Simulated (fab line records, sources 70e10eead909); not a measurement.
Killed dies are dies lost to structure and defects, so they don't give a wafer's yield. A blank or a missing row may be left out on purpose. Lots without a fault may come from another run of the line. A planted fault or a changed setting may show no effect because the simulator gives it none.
Which tool did it? | flow nand_harc | 7 lots, 21 wafers sampled, at 3 steps of a route of 1159

WHAT THE GAUGES READ, wafer by wafer
NHARC_END_SORT_01.
lot  | measured     | on        | killed_at_array
L681 | day 22 21:32 | prober-01 | 11 9 12
L682 | day 23 07:19 | prober-02 | 28 32 48

WHICH TOOL RAN EACH LOT (tool, then ch and the chambers of the sampled wafers, then the start)
lot  | NHARC_P_CONTACT_CVD_23                   | NHARC_P_M0_PEB_07
L669 | cvd_w-02 ch 0,1, day 6 10:28 or earlier  | litho_track-01 ch 0, day 6 10:28
L672 | cvd_w-01 ch 0,1, day 7 00:23 or earlier  | litho_track-01 ch 0, day 7 00:23
L677 | cvd_w-02 ch 0,1, day 8 08:28 or earlier  | litho_track-06 ch 0, day 8 08:28
L681 | cvd_w-02 ch 0, day 9 04:41 or earlier    | litho_track-04 ch 0, day 9 04:41
L682 | cvd_w-02 ch 0,1, day 10 01:11 or earlier | litho_track-04 ch 0, day 10 01:11
L687 | cvd_w-01 ch 0,1, day 10 16:48 or earlier | litho_track-04 ch 0, day 10 16:48
L690 | cvd_w-01 ch 0,1, day 11 08:22 or earlier | litho_track-01 ch 0, day 11 08:22
- NHARC_P_CONTACT_CVD_23: deposits W, target thk 200 nm, time 557 s.
- NHARC_P_M0_PEB_07: peb time 65 s.

THE ANSWER, worked out from the rows above alone
Rule: what is usual is taken from the lots themselves. Put in order of their means at a reading, lots are off if they are a third of the lots or fewer, leave a main group of 4 or more, and stand apart from it by a gap of 3 or more times the standard deviation of the main group's means; of several such gaps the widest counts. A main group whose means are all the same, to the digits that the tables above print for the reading, isn't used. A lot without any number at a reading at which 4 lots or more have one is off too. The other lots that the step has rows for count as sound.
No lot is off at any reading shown: from this, nothing can be told.

WHAT THE SIMULATOR HAD PUT IN
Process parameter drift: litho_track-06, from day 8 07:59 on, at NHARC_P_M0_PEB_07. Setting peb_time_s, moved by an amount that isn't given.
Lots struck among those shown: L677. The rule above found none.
